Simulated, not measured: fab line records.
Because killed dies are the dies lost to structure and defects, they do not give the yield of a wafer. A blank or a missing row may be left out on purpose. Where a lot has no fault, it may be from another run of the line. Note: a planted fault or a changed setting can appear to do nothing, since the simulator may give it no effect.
fab line records | flow n5Finfet
record: lots: 6 wafers: 18 lastDay: 17
route steps=1938 shown ZERO_LAYER@3 PASSIVATION@1936
lots that met no fault: taken from a fault-free run of the same line
startH: hours from the record's first day to the start of the lot's first wafer shown | waitH: hours from the lot's prior step to this one | " unchanged from the row above | L1.1+2: several wafers, shown together as one row | - value missing, or start not given | * or withheld: withheld | < > ~ a bound
route shown NAME@n: a module of which the file shows steps, and the number in the route of the first | usual: the fault-free wafers' mean and standard deviation | same: alike in all rows | chamber/n: place in a boat | sites: each site's reading | _std_site: the values' standard deviation | _edge_site: mean of outer sites minus mean of inner sites | radiusMm: for every site, how far away it sits from the centre of the wafer | mask NAME#n: copy n | behind: tool/chamber where the wafer was last shaped | hold: the reason the lot was held/the length of the hold in hours/how it ended | device: names the non-switching transistor (n, p or np) | end of line: at the end of the route, the tests of the same wafers | for a step that has no rows: nothing shown but its recipe | killed: at the first sort, the dies lost to defects and structure; wafer yield is something else | map: shows each die of a wafer: x if killed, . if not, _ if none is there
set.NAME: the setting the step ran with; set.NAME@STEP: the setting that earlier step ran with | model.NAME: the simulator's own value behind a step, which no gauge read
a table for each step, a row for each wafer; lots at some steps of the route
services: the hour from which a tool's chamber was out of use, counted from the record's first day as startH (under 0 if before that day), plus the number of hours and why
== steps ==
step: N5_ZERO_LAYER_SRD_01
recipe: timeS: 30 tempC: 23 rinseLiquid: diw dry: n2Spin spinRpm: 1500 dryTimeS: 30
step: N5_ZERO_LAYER_PECVD_02
recipe: material: SiO2 targetThkA: 100 tempC: 400 precursor: SiH4/N2O pressureTorr: 0.75 rfW: 275 timeS: 6
usual: heaterPowerW: 779/85 showerheadPlenumPTorr: 8.16/0.1 showerheadVppV: 1061/57
columns lot.wafer tool chamber startH waitH heaterPowerW showerheadPlenumPTorr showerheadVppV
L790.1 pecvd-04 1 30.28 0.0 781 8.31 977
L790.4 " 1 " " 770 8.34 989
L790.6 " 0 " " 902 8.24 1038
L792.1 pecvd-02 0 42.28 0.0 867 8.12 1047
L792.2 " 1 " " 653 8.11 1077
L792.3 " 2 " " 711 8.21 1136
L800.1 pecvd-04 2 90.28 0.0 858 8.08 1158
L800.5 " 2 " " 846 8.09 1154
L800.6 " 0 " " 927 8.23 1034
L802.2 pecvd-02 0 102.28 0.0 764 8.13 1042
L802.3 " 2 " " 795 8.22 1130
L802.5 " 2 " " 792 8.22 1144
L803.2 pecvd-02 1 108.29 0.0 652 8.11 1057
L803.4 " 1 " " 664 8.10 1072
L803.5 " 0 " " 811 8.12 1040
L804.2 pecvd-02 2 114.28 0.0 787 8.19 1134
L804.5 " 0 " " 875 8.12 1019
L804.6 " 1 " " 753 8.11 1067
step: N5_ZERO_LAYER_HMDS_04
recipe: timeS: 60 tempC: 120
step: N5_ZERO_LAYER_COAT_05
recipe: spinRpm: 1500 resistThkNm: 1000
step: N5_ZERO_LAYER_EBR_07
recipe: solvent: PGMEA ebrWidthMm: 1.5
step: N5_ZERO_LAYER_SOFTBAKE_06
recipe: tempC: 100 timeS: 90
step: N5_ZERO_LAYER_EXPOSE_08
recipe: maskId: ZERO na: 0.55 sourceShape: conventional sigmaOuter: 0.8 polarization: unpolarized defocusNm: 0 targetCdNm: 2000 doseMj: 16.2
step: N5_ZERO_LAYER_PEB_09
recipe: pebTempC: withheld pebTimeS: *
step: N5_ZERO_LAYER_DEVELOP_10
recipe: developTimeS: 60 rinseLiquid: diw dry: airSpin devTempC: 21
step: N5_ZERO_LAYER_HARDBAKE_23
recipe: tempC: 130 timeS: 120
step: N5_ZERO_LAYER_CD_MEAS_11
recipe: targetCdNm: 2000 landingEnergyEv: 500 detector: seInlens
usual: cdNm: 1999.6/1.5
columns lot.wafer tool chamber startH waitH cdNm
L790.1 cdSem-03 0 30.66 - 2000.6
L790.4 " 0 " " 1998.3
L790.6 " 0 " " 2001.2
L792.1 cdSem-01 0 42.64 - 2001.1
L792.2 " 0 " " 2000.5
L792.3 " 0 " " 1999.3
L800.1 cdSem-02 0 90.79 - 1998.8
L800.5 " 0 " " 2000.0
L800.6 " 0 " " 1999.2
L802.2 cdSem-03 0 102.65 - 1998.9
L802.3 " 0 " " 1998.9
L802.5 " 0 " " 2000.2
L803.2 cdSem-03 0 108.79 - 1998.5
L803.4 " 0 " " 1998.9
L803.5 " 0 " " 1999.1
L804.2 cdSem-03 0 114.77 - 1998.7
L804.5 " 0 " " 1996.9
L804.6 " 0 " " 1996.4
step: N5_ZERO_LAYER_DESCUM_16
recipe: chemistry: O2 timeS: 7.9 sourcePowerW: 50 biasPowerW: 20 pressureMtorr: 20 rfFrequencyHz: 2.712e+07 tempC: 40 o2FlowSccm: 225
usual: drypumpMotorCurrentA: 5.7/0.43 oesProductAu: 0.79/0.079 rfVppV: 243.0/1.5 showerheadPlenumPTorr: 2.08/0.07 throttleValvePct: 20.46/0.19
columns lot.wafer tool chamber startH waitH drypumpMotorCurrentA oesProductAu rfHoursCounterH rfVppV showerheadPlenumPTorr throttleValvePct
L790.1 rieDiel-04 2 30.73 0.1 6.1 0.75 166 242.2 2.10 20.53
L790.4 " 3 " " 6.3 0.82 93 244.4 2.12 20.31
L790.6 " 0 " " 5.1 0.71 - 243.8 2.17 20.56
L792.1 rieDiel-04 2 42.76 0.1 6.1 0.74 171 242.3 2.10 20.54
L792.2 " 3 " " 6.3 0.81 97 243.0 2.12 20.32
L792.3 " 1 " " 5.1 0.80 95 243.6 2.12 20.55
L800.1 rieDiel-04 1 91.16 0.4 5.1 0.79 111 244.8 2.12 20.58
L800.5 " 3 " " 6.3 0.79 - 244.3 2.11 20.34
L800.6 " 2 " " 6.1 0.74 - 244.1 2.09 20.54
L802.2 rieDiel-04 2 102.97 0.3 6.1 0.74 189 244.2 2.09 20.56
L802.3 " 0 " " 5.1 0.71 221 244.6 2.16 20.56
L802.5 " 2 " " 6.1 0.74 - 242.7 2.09 20.57
L803.2 rieDiel-03 2 108.83 0.0 5.7 0.92 14 241.6 2.06 20.20
L803.4 " 0 " " 6.2 0.75 190 241.0 1.99 20.53
L803.5 " 3 " " 5.0 0.69 - 240.9 1.97 20.59
L804.2 rieDiel-03 1 114.92 0.2 5.7 0.86 53 242.9 2.13 20.15
L804.5 " 0 " " 6.3 0.74 - 242.7 1.99 20.53
L804.6 " 1 " " 5.7 0.85 - 244.5 2.13 20.14
step: N5_ZERO_LAYER_ETCH_17
recipe: chemistry: CF4 target: SiO2 targetDepthA: 120 timeS: 13.3 ionEnergyEv: 350 pressureMtorr: 40 sourceW: 450 biasW: 215 Ar_flow_sccm: 100 cf4FlowSccm: 100
usual: biasW: 215.0/0.61 drypumpMotorCurrentA: 5.7/0.43 oesProductAu: 0.79/0.079 rfVppV: 948/4.2 showerheadPlenumPTorr: 2.13/0.066 throttleValvePct: 15.68/0.24
columns lot.wafer tool chamber startH waitH biasW drypumpMotorCurrentA oesProductAu rfHoursCounterH rfVppV showerheadPlenumPTorr throttleValvePct model.etch.depthNm
L790.1 rieDiel-04 2 30.77 0.0 215.1 6.1 0.75 166 948 2.13 15.65 11.99
L790.4 " 3 " " 214.5 6.3 0.82 93 949 2.16 15.50 11.96
L790.6 " 0 " " 214.4 5.1 0.72 - 952 2.22 15.82 12.14
L792.1 rieDiel-04 2 42.79 0.0 214.0 6.1 0.76 171 948 2.13 15.68 12.13
L792.2 " 3 " " 215.2 6.3 0.81 97 949 2.16 15.50 11.92
L792.3 " 1 " " 215.1 5.1 0.81 95 950 2.16 15.68 12.05
L800.1 rieDiel-04 1 91.20 0.0 214.3 5.0 0.96 111 950 2.15 15.74 16
L800.5 " 3 " " 214.8 6.3 0.96 - 948 2.16 15.54 15.77
L800.6 " 2 " " 216.7 6.1 0.88 - 948 2.13 15.74 15.85
L802.2 rieDiel-04 2 103.01 0.0 214.4 6.1 0.87 189 949 2.12 15.74 15.61
L802.3 " 0 " " 214.1 5.1 0.85 221 953 2.21 15.88 15.85
L802.5 " 2 " " 214.9 6.1 0.88 - 948 2.12 15.74 15.69
L803.2 rieDiel-03 2 108.86 0.0 214.8 5.7 0.92 14 946 2.10 15.31 12.03
L803.4 " 0 " " 214.8 6.2 0.75 190 942 2.05 15.84 12.04
L803.5 " 3 " " 214.7 5.0 0.70 - 941 2.03 15.85 11.89
L804.2 rieDiel-03 1 114.96 0.0 214.9 5.8 0.83 53 951 2.18 15.31 11.99
L804.5 " 0 " " 214.9 6.3 0.75 - 942 2.05 15.85 12.11
L804.6 " 1 " " 215.2 5.8 0.84 - 951 2.18 15.30 11.92
step: N5_ZERO_LAYER_ETCH_18
recipe: chemistry: HBr/Cl2 target: Si targetDepthA: 1200 timeS: 40 pressureMtorr: 10 icpW: 800 biasW: 75 HBr_flow_sccm: 150 Cl2_flow_sccm: 80
usual: biasW: 74.97/0.21 drypumpMotorCurrentA: 5.7/0.58 oesProductAu: 0.998/0.018 throttleValvePct: 36.27/0.13
columns lot.wafer tool chamber startH waitH biasW drypumpMotorCurrentA oesProductAu rfHoursCounterH throttleValvePct
L790.1 rieSi-01 2 30.84 0.0 74.76 5.0 0.996 32 36.22
L790.4 " 1 " " 75.16 5.6 1.041 195 36.17
L790.6 " 1 " " 75.21 5.6 1.030 - 36.19
L792.1 rieSi-01 2 42.87 0.0 75.29 5.0 0.995 32 36.23
L792.2 " 1 " " 74.86 5.6 1.040 195 36.18
L792.3 " 3 " " 75.02 5.7 0.967 114 36.17
L800.1 rieSi-01 0 91.27 0.0 74.81 4.6 1.014 130 36.55
L800.5 " 0 " " 74.96 4.6 1.008 - 36.53
L800.6 " 3 " " 74.93 5.7 0.960 - 36.17
L802.2 rieSi-06 3 103.08 0.0 75.34 6.0 1.006 59 36.01
L802.3 " 2 " " 75.37 6.1 1.013 104 36.25
L802.5 " 1 " " 75.24 5.6 0.972 - 36.41
L803.2 rieSi-06 1 108.93 0.0 74.71 5.6 0.976 124 36.43
L803.4 " 2 " " 74.99 6.1 1.017 104 36.24
L803.5 " 1 " " 74.67 5.6 0.978 - 36.42
L804.2 rieSi-01 1 115.03 0.0 74.95 5.6 1.030 197 36.19
L804.5 " 3 " " 75.16 5.8 0.975 - 36.17
L804.6 " 0 " " 75.04 4.7 1.013 - 36.55
step: N5_PASSIVATION_PROBE_49
usual: killed_at_M0_to_M3: 30/8.7 killed_at_M4_up: 14/5.4 killedAtContacts: 11/6.4 killedAtFrontEnd: 40/12 killedAtOther: 3/3.1 killedDies: 99/17 killedOpen: 64/12 killedShort: 33/8.1
same: grossDies: 1180 killedAtBackSide: 0
columns lot.wafer tool chamber startH waitH killed_at_M0_to_M3 killed_at_M4_up killedAtContacts killedAtFrontEnd killedAtOther killedDies killedOpen killedShort
L790.1 prober-01 - 308.41 0.0 29 9 12 36 2 88 64 24
L790.4 prober-01 - 308.56 0.2 33 10 12 32 2 89 63 25
L790.6 prober-01 - 308.66 0.3 14 18 9 27 2 70 46 24
L792.1 prober-02 - 309.02 0.0 38 6 14 62 3 123 65 56
L792.2 prober-02 - 309.07 0.1 20 13 17 62 7 119 70 48
L792.3 prober-02 - 309.12 0.1 37 13 15 51 3 119 76 43
L800.1 prober-01 - 345.67 0.0 26 9 8 49 0 92 60 32
L800.5 prober-01 - 345.87 0.2 13 7 17 38 2 77 49 27
L800.6 prober-01 - 345.92 0.3 24 7 12 29 0 72 43 25
L804.2 prober-02 - 388.39 0.1 36 7 24 54 3 124 92 30
L804.5 prober-02 - 388.54 0.2 34 14 28 39 5 120 73 37
L804.6 prober-02 - 388.59 0.3 24 10 32 33 1 100 71 29
L802.2 prober-01 - 395.15 0.1 23 15 18 36 1 93 57 35
L802.3 prober-01 - 395.20 0.1 33 12 7 47 1 100 69 27
L802.5 prober-01 - 395.30 0.2 40 15 12 38 5 110 68 40
L803.2 prober-02 - 396.72 0.1 17 24 8 30 5 84 66 17
L803.4 prober-02 - 396.82 0.2 26 20 10 37 3 96 60 34
L803.5 prober-02 - 396.87 0.2 16 22 4 47 0 89 57 32
killed by level:class
L790.1 DUMMY_GATE:geometricParticle:open=12 BEOL_M0_SAQP:geometricParticle:open=11 MOL_CONTACT_COAG:geometricParticle:open=10 FIN_SAQP:geometricParticle:open=9 BEOL_M0_SAQP:geometricParticle:short=7 DUMMY_GATE:geometricParticle:short=5 BEOL_M3:geometricParticle:open=5 BEOL_M4:geometricParticle:open=4
L790.4 BEOL_M0_SAQP:geometricParticle:open=12 MOL_CONTACT_COAG:geometricParticle:open=11 BEOL_M1:geometricParticle:open=10 FIN_SAQP:geometricParticle:short=8 FIN_SAQP:geometricParticle:open=6 BEOL_M4:geometricParticle:open=5 GATE_CUT:geometricParticle:short=4 BEOL_M3:geometricParticle:open=4
L790.6 STI_FIN_REVEAL:geometricParticle:open=8 MOL_CONTACT_COAG:geometricParticle:open=8 BEOL_M4:geometricParticle:open=8 DUMMY_GATE:geometricParticle:open=4 BEOL_M3:geometricParticle:open=4 BEOL_M4:geometricParticle:short=4 FIN_SAQP:geometricParticle:short=3 GATE_CUT:geometricParticle:short=3
L792.1 FIN_SAQP:geometricParticle:open=20 FIN_SAQP:geometricParticle:short=17 MOL_CONTACT_COAG:geometricParticle:open=10 BEOL_M3:geometricParticle:open=8 BEOL_M0_SAQP:geometricParticle:short=6 GATE_CUT:geometricParticle:short=5 BEOL_M0_SAQP:geometricParticle:open=5 BEOL_M1:geometricParticle:short=5
L792.2 FIN_SAQP:geometricParticle:open=20 FIN_SAQP:geometricParticle:short=14 MOL_CONTACT_COAG:geometricParticle:open=12 GATE_CUT:geometricParticle:short=10 BEOL_M0_SAQP:geometricParticle:open=6 MOL_CONTACT_COAG:geometricParticle:short=5 BEOL_M0_SAQP:geometricParticle:short=5 DUMMY_GATE:geometricParticle:open=3
L792.3 FIN_SAQP:geometricParticle:open=14 MOL_CONTACT_COAG:geometricParticle:open=13 FIN_SAQP:geometricParticle:short=10 BEOL_M1:geometricParticle:short=7 BEOL_M3:geometricParticle:open=6 BEOL_M0_SAQP:geometricParticle:open=6 BEOL_M0_SAQP:geometricParticle:short=5 STI_FIN_REVEAL:geometricParticle:open=5
L800.1 FIN_SAQP:geometricParticle:open=16 STI_FIN_REVEAL:geometricParticle:open=10 BEOL_M0_SAQP:geometricParticle:short=7 FIN_SAQP:geometricParticle:short=6 BEOL_M0_SAQP:geometricParticle:open=6 MOL_CONTACT_COAG:geometricParticle:open=5 BEOL_M3:geometricParticle:open=5 BEOL_M4:geometricParticle:short=4
L800.5 MOL_CONTACT_COAG:geometricParticle:open=12 STI_FIN_REVEAL:geometricParticle:open=9 FIN_SAQP:geometricParticle:open=6 MOL_CONTACT_COAG:geometricParticle:short=5 DUMMY_GATE:geometricParticle:open=4 STI_FIN_REVEAL:geometricParticle:short=3 DUMMY_GATE:geometricParticle:short=3 ILD0:geometricParticle:short=3
L800.6 MOL_CONTACT_COAG:geometricParticle:open=8 BEOL_M1:geometricParticle:open=6 FIN_SAQP:geometricParticle:open=4 STI_FIN_REVEAL:geometricParticle:open=4 DUMMY_GATE:geometricParticle:open=4 STARTING-WAFER:geometricParticle:short=4 MOL_CONTACT_COAG:geometricParticle:short=4 BEOL_M0_SAQP:geometricParticle:open=4
L804.2 MOL_CONTACT_COAG:geometricParticle:open=23 BEOL_M3:geometricParticle:open=14 FIN_SAQP:geometricParticle:open=12 STI_FIN_REVEAL:geometricParticle:open=12 BEOL_M2:geometricParticle:open=9 FIN_SAQP:geometricParticle:short=6 BEOL_M0_SAQP:geometricParticle:open=6 ILD0:geometricParticle:short=5
L804.5 MOL_CONTACT_COAG:geometricParticle:open=22 BEOL_M3:geometricParticle:open=17 HKMG_FIN:areaEtch=8 MOL_CONTACT_COAG:geometricParticle:short=6 FIN_SAQP:geometricParticle:short=5 STI_FIN_REVEAL:geometricParticle:open=5 BEOL_M0_SAQP:geometricParticle:short=5 BEOL_M4:geometricParticle:open=5
L804.6 MOL_CONTACT_COAG:geometricParticle:open=29 STI_FIN_REVEAL:geometricParticle:open=7 BEOL_M0_SAQP:geometricParticle:short=7 FIN_SAQP:geometricParticle:open=6 ILD0:geometricParticle:open=5 BEOL_M0_SAQP:geometricParticle:open=5 FIN_SAQP:geometricParticle:short=3 MOL_CONTACT_COAG:geometricParticle:short=3
L802.2 MOL_CONTACT_COAG:geometricParticle:open=12 BEOL_M0_SAQP:geometricParticle:short=8 STI_FIN_REVEAL:geometricParticle:open=7 BEOL_M0_SAQP:geometricParticle:open=7 FIN_SAQP:geometricParticle:short=6 MOL_CONTACT_COAG:geometricParticle:short=6 FIN_SAQP:geometricParticle:open=5 GATE_CUT:geometricParticle:short=5
L802.3 STI_FIN_REVEAL:geometricParticle:open=18 BEOL_M3:geometricParticle:open=10 GATE_CUT:geometricParticle:short=9 BEOL_M0_SAQP:geometricParticle:open=9 MOL_CONTACT_COAG:geometricParticle:open=7 BEOL_M0_SAQP:geometricParticle:short=7 STI_FIN_REVEAL:geometricParticle:short=6 BEOL_M4:geometricParticle:open=5
L802.5 BEOL_M0_SAQP:geometricParticle:short=13 MOL_CONTACT_COAG:geometricParticle:open=10 BEOL_M0_SAQP:geometricParticle:open=10 FIN_SAQP:geometricParticle:open=9 BEOL_M1:geometricParticle:open=6 STI_FIN_REVEAL:geometricParticle:open=6 FIN_SAQP:geometricParticle:short=5 STARTING-WAFER:geometricParticle:short=4
L803.2 BEOL_M4:geometricParticle:open=18 FIN_SAQP:geometricParticle:open=10 MOL_CONTACT_COAG:geometricParticle:open=8 STARTING-WAFER:geometricParticle:open=7 BEOL_M3:geometricParticle:open=5 FIN_SAQP:geometricParticle:short=4 BEOL_M1:geometricParticle:open=4 BEOL_M4:geometricParticle:short=3
L803.4 BEOL_M4:geometricParticle:open=13 BEOL_M0_SAQP:geometricParticle:open=11 GATE_CUT:geometricParticle:open=7 MOL_CONTACT_COAG:geometricParticle:open=7 FIN_SAQP:geometricParticle:short=6 BEOL_M0_SAQP:geometricParticle:short=6 GATE_CUT:geometricParticle:short=5 STI_FIN_REVEAL:geometricParticle:open=4
L803.5 FIN_SAQP:geometricParticle:open=24 FIN_SAQP:geometricParticle:short=15 BEOL_M4:geometricParticle:open=14 BEOL_M4:geometricParticle:short=6 BEOL_M0_SAQP:geometricParticle:short=5 MOL_CONTACT_COAG:geometricParticle:open=3 BEOL_M0_SAQP:geometricParticle:open=3 BEOL_M1:geometricParticle:open=3
== services ==
columns tool chamber startH hours kind
rieDiel-04 0 9.80 6.9 repair
rieSi-01 3 9.86 3.0 repair
pecvd-04 2 21.12 - clean
pecvd-04 2 21.12 - consumableReplace:showerhead
pecvd-04 2 21.12 29.0 scheduledDown
pecvd-04 2 21.12 29.0 ventCycle
rieDiel-03 0 21.65 3.7 repair
rieDiel-03 2 34.79 - clean
rieDiel-03 2 34.79 - consumableReplace:focusRing
rieDiel-03 2 34.79 23.3 scheduledDown
rieDiel-03 2 34.79 23.3 ventCycle
rieSi-01 - 35.54 0.6 repair
rieSi-06 3 36.94 0.9 repair
rieDiel-04 0 50.78 10.5 repair
rieDiel-04 2 56.88 8.0 repair
pecvd-02 - 59.20 4.3 pm
rieDiel-03 2 63.18 10.1 repair
rieDiel-03 1 74.24 13.3 repair
pecvd-04 2 79.59 2.1 scheduledDown
pecvd-04 1 89.96 5.5 scheduledDown
pecvd-02 - 97.15 1.0 repair
pecvd-04 2 98.09 5.5 scheduledDown
rieDiel-04 3 99.51 9.3 repair
pecvd-04 - 111.53 2.3 repair
== key ==
firstSign none at tools or gauges
modelEffect: step: N5_ZERO_LAYER_ETCH_17 value: etch.depthNm without: 11.97 struck: 15.79
metAt N5_ZERO_LAYER_ETCH_17
struckWafers L800.1,L800.5,L800.6,L802.2,L802.3,L802.5
testerLeftOut L800,L802
onsetBetween 42.79 91.20
alsoFits N5_ZERO_LAYER_DESCUM_16:rieDiel-04
fault: kind: processParameterDrift tool: rieDiel-04 chamber: - onsetH: 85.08 steps: N5_ZERO_LAYER_ETCH_17 channel: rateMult offset: 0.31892 shape: step endH: 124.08
testerLeftOut: of these lots the tester's yield and bins aren't shown, on N5 and GAA mostly nor the transistor test; their killed dies are dies lost to structure and defects alone, not to doping, threshold or leakage, so they don't give the yield
